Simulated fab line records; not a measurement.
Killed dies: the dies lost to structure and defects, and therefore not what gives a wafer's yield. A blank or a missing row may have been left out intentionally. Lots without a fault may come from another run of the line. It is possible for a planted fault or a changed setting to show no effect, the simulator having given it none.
Which tool was responsible? | flow n5_finfet | Sampling: 24 lots, 72 wafers, 6 of 1938 route steps

## WHAT THE GAUGES READ, wafer by wafer
N5_BEOL_M0_RS_MEAS_126: measures by four-point-probe.
lot  | measured     | on            | M0_RS (ohm/sq)
L074 | day 6 01:47  | film_metro-02 | 0.554 0.553 0.521
L075 | day 6 15:11  | film_metro-01 | 0.572 0.532 0.545
L076 | day 7 04:35  | film_metro-02 | 0.543 0.547 0.533
L077 | day 7 04:57  | film_metro-01 | 0.532 0.569 0.535
L078 | day 7 09:28  | film_metro-02 | 0.562 0.540 0.533
L079 | day 7 14:43  | film_metro-01 | 0.538 0.561 0.523
L080 | day 7 17:16  | film_metro-01 | 0.548 0.546 0.529
L081 | day 7 19:17  | film_metro-01 | 0.536 0.542 0.512
L082 | day 7 21:22  | film_metro-02 | 0.528 0.527 0.504
L083 | day 8 08:17  | film_metro-01 | 0.542 0.503 0.509
L084 | day 8 14:22  | film_metro-01 | 0.557 0.524 0.511
L085 | day 8 22:10  | film_metro-02 | 0.518 0.488 0.512
L086 | day 9 00:50  | film_metro-02 | 0.529 0.516 0.491
L087 | day 9 04:54  | film_metro-01 | 0.542 0.534 0.556
L088 | day 9 11:04  | film_metro-02 | 0.537 0.514 0.502
L089 | day 9 21:05  | film_metro-02 | 0.531 0.539 0.525
L090 | day 10 07:01 | film_metro-02 | 0.524 0.538 0.521
L091 | day 10 09:31 | film_metro-02 | 0.516 0.520 0.509
L092 | day 10 12:02 | film_metro-01 | 0.531 0.532 0.537
L093 | day 10 20:01 | film_metro-01 | 0.532 0.534 0.538
L095 | day 11 09:32 | film_metro-01 | 0.510 0.501 0.524
L094 | day 11 12:07 | film_metro-02 | 0.524 0.522 0.515
L096 | day 11 12:02 | film_metro-01 | 0.539 0.538 0.550
L097 | day 11 16:28 | film_metro-01 | 0.506 0.493 0.514

## WHICH TOOL RAN EACH LOT (tool, then ch and the chambers of the sampled wafers, then the start)
lot  | N5_BEOL_M0_CUTY_DESCUM_61          | N5_BEOL_M0_CUTY_ETCH_62            | N5_BEOL_M0_CUTY_ETCH_63            | N5_BEOL_M0_PRE_CLEAN_113     | N5_BEOL_M0_DEP_125
L074 | rie_diel-05 ch 1,2,3, day 5 20:46  | rie_diel-05 ch 1,2,3, day 5 20:49  | rie_diel-05 ch 1,2,3, day 5 20:51  | pvd_sputter-02, day 5 23:19  | pecvd-02 ch 0,1, day 6 01:44
L075 | rie_diel-06 ch 0,1, day 6 06:10    | rie_diel-06 ch 0,1, day 6 06:11    | rie_diel-06 ch 0,1, day 6 06:14    | pvd_sputter-01, day 6 08:49  | pecvd-02 ch 0,2, day 6 15:07
L076 | rie_diel-01 ch 0,2,3, day 6 22:40  | rie_diel-01 ch 0,2,3, day 6 22:43  | rie_diel-01 ch 0,2,3, day 6 22:45  | pvd_sputter-01, day 7 02:02  | pecvd-04 ch 0,2, day 7 04:31
L077 | rie_diel-05 ch 0,2,3, day 7 01:25  | rie_diel-05 ch 0,2,3, day 7 01:27  | rie_diel-05 ch 0,2,3, day 7 01:30  | pvd_sputter-02, day 7 02:31  | pecvd-02 ch 0,2, day 7 04:53
L078 | rie_diel-05 ch 0,2, day 7 03:14    | rie_diel-05 ch 0,2, day 7 03:16    | rie_diel-05 ch 0,2, day 7 03:19    | pvd_sputter-01, day 7 07:18  | pecvd-02 ch 0,1,2, day 7 09:24
L079 | rie_diel-06 ch 1,2,3, day 7 09:26  | rie_diel-06 ch 1,2,3, day 7 09:28  | rie_diel-06 ch 1,2,3, day 7 09:31  | pvd_sputter-03, day 7 11:17  | pecvd-04 ch 0,1,2, day 7 14:38
L080 | rie_diel-05 ch 0,1,3, day 7 11:20  | rie_diel-05 ch 0,1,3, day 7 11:22  | rie_diel-05 ch 0,1,3, day 7 11:25  | pvd_sputter-01, day 7 14:22  | pecvd-04 ch 0,2, day 7 17:12
L081 | rie_diel-01 ch 0,1,2, day 7 14:08  | rie_diel-01 ch 0,1,2, day 7 14:11  | rie_diel-01 ch 0,1,2, day 7 14:13  | pvd_sputter-01, day 7 17:01  | pecvd-04 ch 0,1,2, day 7 18:56
L082 | rie_diel-01 ch 0,1,3, day 7 17:40  | rie_diel-01 ch 0,1,3, day 7 17:43  | rie_diel-01 ch 0,1,3, day 7 17:46  | pvd_sputter-03, day 7 19:21  | pecvd-04 ch 0,2, day 7 21:18
L083 | rie_diel-05 ch 1,2, day 7 20:41    | rie_diel-05 ch 1,2, day 7 20:43    | rie_diel-05 ch 1,2, day 7 20:46    | pvd_sputter-03, day 8 05:14  | pecvd-04 ch 0,1, day 8 08:13
L084 | rie_diel-05 ch 1,2,3, day 8 07:32  | rie_diel-05 ch 1,2,3, day 8 07:34  | rie_diel-05 ch 1,2,3, day 8 07:37  | pvd_sputter-03, day 8 12:17  | pecvd-04 ch 0,2, day 8 14:19
L085 | rie_diel-01 ch 0,3, day 8 15:29    | rie_diel-01 ch 0,3, day 8 15:32    | rie_diel-01 ch 0,3, day 8 15:34    | pvd_sputter-02, day 8 20:11  | pecvd-01 ch 0,2, day 8 22:06
L086 | rie_diel-01 ch 1,3, day 8 19:22    | rie_diel-01 ch 1,3, day 8 19:24    | rie_diel-01 ch 1,3, day 8 19:27    | pvd_sputter-03, day 8 21:19  | pecvd-01 ch 0,1,2, day 9 00:46
L087 | rie_diel-01 ch 1,2,3, day 8 23:13  | rie_diel-01 ch 1,2,3, day 8 23:16  | rie_diel-01 ch 1,2,3, day 8 23:18  | pvd_sputter-02, day 9 02:16  | pecvd-04 ch 0,2, day 9 04:50
L088 | rie_diel-06 ch 2,3, day 9 03:44    | rie_diel-06 ch 2,3, day 9 03:47    | rie_diel-06 ch 2,3, day 9 03:49    | pvd_sputter-03, day 9 08:18  | pecvd-02 ch 0,2, day 9 11:00
L089 | rie_diel-05 ch 0,1,3, day 9 15:00  | rie_diel-05 ch 0,1,3, day 9 15:02  | rie_diel-05 ch 0,1,3, day 9 15:05  | pvd_sputter-03, day 9 19:10  | pecvd-02 ch 1,2, day 9 21:01
L090 | rie_diel-06 ch 0,2, day 9 23:19    | rie_diel-06 ch 0,2, day 9 23:22    | rie_diel-06 ch 0,2, day 9 23:24    | pvd_sputter-01, day 10 02:23 | pecvd-02 ch 0,1,2, day 10 06:56
L091 | rie_diel-05 ch 0,1,3, day 10 02:46 | rie_diel-05 ch 0,1,3, day 10 02:48 | rie_diel-05 ch 0,1,3, day 10 02:53 | pvd_sputter-02, day 10 06:38 | pecvd-04 ch 0,2, day 10 09:26
L092 | rie_diel-06 ch 0,2,3, day 10 07:18 | rie_diel-06 ch 0,2,3, day 10 07:20 | rie_diel-06 ch 0,2,3, day 10 07:23 | pvd_sputter-02, day 10 09:34 | pecvd-02 ch 1,2, day 10 11:58
L093 | rie_diel-05 ch 0,1, day 10 14:06   | rie_diel-05 ch 0,1, day 10 14:08   | rie_diel-05 ch 0,1, day 10 14:11   | pvd_sputter-03, day 10 17:55 | pecvd-01 ch 0,2, day 10 19:57
L095 | rie_diel-06 ch 2,3, day 11 05:03   | rie_diel-06 ch 2,3, day 11 05:05   | rie_diel-06 ch 2,3, day 11 05:08   | pvd_sputter-02, day 11 07:17 | pecvd-04 ch 1,2, day 11 09:28
L094 | rie_diel-06 ch 1,2,3, day 11 07:05 | rie_diel-06 ch 1,2,3, day 11 07:08 | rie_diel-06 ch 1,2,3, day 11 07:10 | pvd_sputter-02, day 11 09:37 | pecvd-01 ch 0,2, day 11 12:03
L096 | rie_diel-05 ch 1,3, day 11 07:37   | rie_diel-05 ch 1,3, day 11 07:39   | rie_diel-05 ch 1,3, day 11 07:42   | pvd_sputter-03, day 11 09:39 | pecvd-04 ch 0,1,2, day 11 11:58
L097 | rie_diel-05 ch 1,3, day 11 11:59   | rie_diel-05 ch 1,3, day 11 12:01   | rie_diel-05 ch 1,3, day 11 12:04   | pvd_sputter-01, day 11 14:21 | pecvd-02 ch 0,1,2, day 11 16:23
- N5_BEOL_M0_CUTY_DESCUM_61: chemistry O2, time 7.9 s.
- N5_BEOL_M0_CUTY_ETCH_62: etches SiARC in CF4, time 58.5 s.
- N5_BEOL_M0_CUTY_ETCH_63: etches SOC in N2/H2, target depth 82.7 nm, overetch 16.5 nm, time 124 s.
- N5_BEOL_M0_PRE_CLEAN_113: time 30 s.
- N5_BEOL_M0_DEP_125: deposits SiCN from 3MS/NH3, target thk 8 nm, time 14 s.

## WHAT THE TOOLS THEMSELVES READ (means of the sampled wafers that have a number; where no wafer has one, the mark that the record gives instead)
N5_BEOL_M0_CUTY_DESCUM_61.
lot  | tool        | drypump_motor_current_A (A) | o2_flow_sccm (sccm) | oes_product_au (a.u.) | rf_vpp_V (V) | showerhead_plenum_p_Torr (Torr) | throttle_valve_pct (%)
L074 | rie_diel-05 | 5.7                         | 224.9               | 0.71                  | 242.3        | 2.02                            | 20.56
L075 | rie_diel-06 | 5.9                         | 225.2               | 0.75                  | 243.4        | 2.11                            | 20.62
L076 | rie_diel-01 | 5.7                         | 224.8               | 0.74                  | 243.7        | 2.12                            | 20.32
L077 | rie_diel-05 | 5.3                         | 224.5               | 0.73                  | 241.3        | 1.99                            | 20.46
L078 | rie_diel-05 | 5.3                         | 225.2               | 0.74                  | 240.8        | 1.93                            | 20.52
L079 | rie_diel-06 | 5.7                         | 224.4               | 0.73                  | 243.6        | 2.08                            | 20.56
L080 | rie_diel-05 | 5.7                         | 224.8               | 0.84                  | 243.5        | 2.07                            | 20.50
L081 | rie_diel-01 | 6.0                         | 225.1               | 0.74                  | 242.6        | 2.11                            | 20.36
L082 | rie_diel-01 | 5.6                         | 225.2               | 0.75                  | 242.5        | 2.09                            | 20.37
L083 | rie_diel-05 | 6.2                         | 224.2               | 0.89                  | 243.5        | 2.16                            | 20.53
L084 | rie_diel-05 | 5.7                         | 225.3               | 0.80                  | 244.4        | 2.10                            | 20.48
L085 | rie_diel-01 | 5.3                         | 225.0               | 0.74                  | 243.6        | 2.08                            | 20.34
L086 | rie_diel-01 | 5.6                         | 224.4               | 0.71                  | 243.0        | 2.06                            | 20.41
L087 | rie_diel-01 | 5.9                         | 224.8               | 0.69                  | 243.8        | 2.08                            | 20.39
L088 | rie_diel-06 | 5.7                         | 224.8               | 0.76                  | 243.4        | 2.12                            | 20.54
L089 | rie_diel-05 | 5.7                         | 225.0               | 0.81                  | 243.1        | 2.07                            | 20.53
L090 | rie_diel-06 | 5.9                         | 224.3               | 0.74                  | 243.5        | 2.13                            | 20.62
L091 | rie_diel-05 | 5.7                         | 225.3               | 0.80                  | 242.1        | 2.07                            | 20.55
L092 | rie_diel-06 | 5.8                         | 225.7               | 0.74                  | 244.5        | 2.13                            | 20.59
L093 | rie_diel-05 | 5.7                         | 225.3               | 0.81                  | 242.5        | 2.01                            | 20.59
L095 | rie_diel-06 | 5.6                         | 225.2               | 0.71                  | 243.7        | 2.05                            | 20.55
L094 | rie_diel-06 | 5.7                         | 225.0               | 0.79                  | 243.0        | 2.07                            | 20.45
L096 | rie_diel-05 | 6.1                         | 225.7               | 0.85                  | 243.7        | 2.18                            | 20.55
L097 | rie_diel-05 | 5.6                         | 224.8               | 0.77                  | 242.8        | 2.12                            | 20.51

N5_BEOL_M0_CUTY_ETCH_62.
lot  | tool        | drypump_motor_current_A (A) | etch_rf_on_time_s (s) | oes_product_au (a.u.) | rf_vpp_V (V) | showerhead_plenum_p_Torr (Torr) | throttle_valve_pct (%)
L074 | rie_diel-05 | 5.7                         | 59.1                  | 0.60                  | 182.9        | 2.07                            | 15.80
L075 | rie_diel-06 | 5.9                         | 59.0                  | 0.63                  | 184.8        | 2.17                            | 15.83
L076 | rie_diel-01 | 5.7                         | 58.6                  | 0.63                  | 183.3        | 2.16                            | 15.52
L077 | rie_diel-05 | 5.3                         | 59.8                  | 0.62                  | 183.0        | 2.05                            | 15.74
L078 | rie_diel-05 | 5.3                         | 60.1                  | 0.63                  | 182.6        | 2.00                            | 15.77
L079 | rie_diel-06 | 5.7                         | 58.0                  | 0.63                  | 184.3        | 2.14                            | 15.78
L080 | rie_diel-05 | 5.7                         | 58.7                  | 0.71                  | 183.3        | 2.13                            | 15.70
L081 | rie_diel-01 | 6.0                         | 58.8                  | 0.63                  | 184.9        | 2.16                            | 15.62
L082 | rie_diel-01 | 5.6                         | 59.1                  | 0.64                  | 185.7        | 2.14                            | 15.64
L083 | rie_diel-05 | 6.2                         | 58.0                  | 0.77                  | 184.3        | 2.20                            | 15.66
L084 | rie_diel-05 | 5.7                         | 58.6                  | 0.68                  | 183.9        | 2.15                            | 15.67
L085 | rie_diel-01 | 5.4                         | 59.2                  | 0.63                  | 183.9        | 2.13                            | 15.56
L086 | rie_diel-01 | 5.6                         | 59.3                  | 0.61                  | 184.1        | 2.12                            | 15.75
L087 | rie_diel-01 | 5.9                         | 58.6                  | 0.60                  | 184.5        | 2.15                            | 15.74
L088 | rie_diel-06 | 5.7                         | 58.6                  | 0.64                  | 184.2        | 2.17                            | 15.72
L089 | rie_diel-05 | 5.7                         | 58.1                  | 0.69                  | 183.5        | 2.13                            | 15.74
L090 | rie_diel-06 | 5.9                         | 59.7                  | 0.62                  | 183.9        | 2.16                            | 15.63
L091 | rie_diel-05 | 5.7                         | 57.9                  | 0.68                  | 183.3        | 2.13                            | 15.75
L092 | rie_diel-06 | 5.8                         | 59.0                  | 0.63                  | 183.2        | 2.16                            | 15.70
L093 | rie_diel-05 | 5.7                         | 58.2                  | 0.68                  | 182.6        | 2.07                            | 15.81
L095 | rie_diel-06 | 5.6                         | 58.3                  | 0.61                  | 183.0        | 2.10                            | 15.74
L094 | rie_diel-06 | 5.7                         | 57.1                  | 0.68                  | 183.9        | 2.13                            | 15.68
L096 | rie_diel-05 | 6.1                         | 57.7                  | 0.73                  | 185.7        | 2.23                            | 15.71
L097 | rie_diel-05 | 5.6                         | 58.3                  | 0.66                  | 184.6        | 2.17                            | 15.73

N5_BEOL_M0_CUTY_ETCH_63.
lot  | tool        | drypump_motor_current_A (A) | oes_product_au (a.u.) | rf_vpp_V (V) | showerhead_plenum_p_Torr (Torr) | throttle_valve_pct (%)
L074 | rie_diel-05 | 5.7                         | 0.58                  | 521          | 2.45                            | 17.96
L075 | rie_diel-06 | 5.8                         | 0.62                  | 524          | 2.57                            | 18.13
L076 | rie_diel-01 | 5.7                         | 0.61                  | 524          | 2.58                            | 17.70
L077 | rie_diel-05 | 5.3                         | 0.60                  | 521          | 2.42                            | 17.92
L078 | rie_diel-05 | 5.4                         | 0.61                  | 519          | 2.38                            | 18.06
L079 | rie_diel-06 | 5.7                         | 0.60                  | 524          | 2.53                            | 17.95
L080 | rie_diel-05 | 5.7                         | 0.68                  | 523          | 2.53                            | 17.94
L081 | rie_diel-01 | 6.0                         | 0.61                  | 525          | 2.57                            | 17.82
L082 | rie_diel-01 | 5.6                         | 0.61                  | 524          | 2.55                            | 17.86
L083 | rie_diel-05 | 6.2                         | 0.73                  | 525          | 2.63                            | 17.92
L084 | rie_diel-05 | 5.7                         | 0.65                  | 523          | 2.55                            | 17.86
L085 | rie_diel-01 | 5.4                         | 0.61                  | 523          | 2.54                            | 17.77
L086 | rie_diel-01 | 5.6                         | 0.59                  | 523          | 2.53                            | 17.95
L087 | rie_diel-01 | 5.9                         | 0.58                  | 524          | 2.56                            | 17.91
L088 | rie_diel-06 | 5.7                         | 0.62                  | 525          | 2.56                            | 17.75
L089 | rie_diel-05 | 5.7                         | 0.65                  | 523          | 2.52                            | 17.98
L090 | rie_diel-06 | 5.9                         | 0.60                  | 524          | 2.56                            | 17.91
L091 | rie_diel-05 | 5.7                         | 0.65                  | 523          | 2.52                            | 18.00
L092 | rie_diel-06 | 5.8                         | 0.60                  | 525          | 2.56                            | 17.84
L093 | rie_diel-05 | 5.7                         | 0.65                  | 522          | 2.47                            | 18.14
L095 | rie_diel-06 | 5.7                         | 0.58                  | 523          | 2.48                            | 17.86
L094 | rie_diel-06 | 5.7                         | 0.65                  | 523          | 2.51                            | 17.83
L096 | rie_diel-05 | 6.1                         | 0.69                  | 527          | 2.65                            | 17.92
L097 | rie_diel-05 | 5.6                         | 0.63                  | 525          | 2.57                            | 17.86

N5_BEOL_M0_PRE_CLEAN_113.
lot  | tool           | heater_power_w (W)
L074 | pvd_sputter-02 | 351
L075 | pvd_sputter-01 | 307
L076 | pvd_sputter-01 | 310
L077 | pvd_sputter-02 | 325
L078 | pvd_sputter-01 | 320
L079 | pvd_sputter-03 | 315
L080 | pvd_sputter-01 | 312
L081 | pvd_sputter-01 | 316
L082 | pvd_sputter-03 | 322
L083 | pvd_sputter-03 | 310
L084 | pvd_sputter-03 | 318
L085 | pvd_sputter-02 | 306
L086 | pvd_sputter-03 | 312
L087 | pvd_sputter-02 | 347
L088 | pvd_sputter-03 | 323
L089 | pvd_sputter-03 | 336
L090 | pvd_sputter-01 | 319
L091 | pvd_sputter-02 | 317
L092 | pvd_sputter-02 | 346
L093 | pvd_sputter-03 | 323
L095 | pvd_sputter-02 | 346
L094 | pvd_sputter-02 | 328
L096 | pvd_sputter-03 | 308
L097 | pvd_sputter-01 | 330

N5_BEOL_M0_DEP_125.
lot  | tool     | showerhead_plenum_p_Torr (Torr) | throttle_valve_pct (%)
L074 | pecvd-02 | 3.676                           | 9.1
L075 | pecvd-02 | 3.669                           | 8.9
L076 | pecvd-04 | 3.650                           | 9.2
L077 | pecvd-02 | 3.667                           | 8.9
L078 | pecvd-02 | 3.670                           | 8.9
L079 | pecvd-04 | 3.648                           | 8.9
L080 | pecvd-04 | 3.647                           | 9.2
L081 | pecvd-04 | 3.648                           | 9.0
L082 | pecvd-04 | 3.652                           | 9.2
L083 | pecvd-04 | 3.659                           | 9.0
L084 | pecvd-04 | 3.657                           | 9.3
L085 | pecvd-01 | 3.666                           | 8.9
L086 | pecvd-01 | 3.658                           | 9.0
L087 | pecvd-04 | 3.651                           | 9.2
L088 | pecvd-02 | 3.665                           | 8.8
L089 | pecvd-02 | 3.674                           | 8.9
L090 | pecvd-02 | 3.675                           | 9.0
L091 | pecvd-04 | 3.650                           | 9.3
L092 | pecvd-02 | 3.675                           | 8.9
L093 | pecvd-01 | 3.662                           | 9.1
L095 | pecvd-04 | 3.642                           | 9.1
L094 | pecvd-01 | 3.660                           | 9.0
L096 | pecvd-04 | 3.651                           | 9.1
L097 | pecvd-02 | 3.668                           | 9.0

## THE ANSWER, worked out from the rows above alone
Rule: usual is defined by the lots themselves. The widest of any qualifying gaps counts: lots, ordered by their means at a reading, are off when they make up no more than a third of the lots, leave a main group of 4 or more, and stand apart from it by 3 or more times the standard deviation of that group's means. A main group is skipped when, at the precision printed for the reading in the tables above, its means are all equal. A lot without any number at a reading at which 4 lots or more have one is off too. All remaining lots with rows at the step are treated as sound. Order of review: gauges by route order, followed by the tools' own readings, for which a lot's mean as printed above is used. At the first step where some lot is off, the reading lying furthest off is the one used; lots without a number count as furthest.
Nothing can be told from this: no lot is off at any reading shown.

## WHAT HAD BEEN PUT IN BY THE SIMULATOR
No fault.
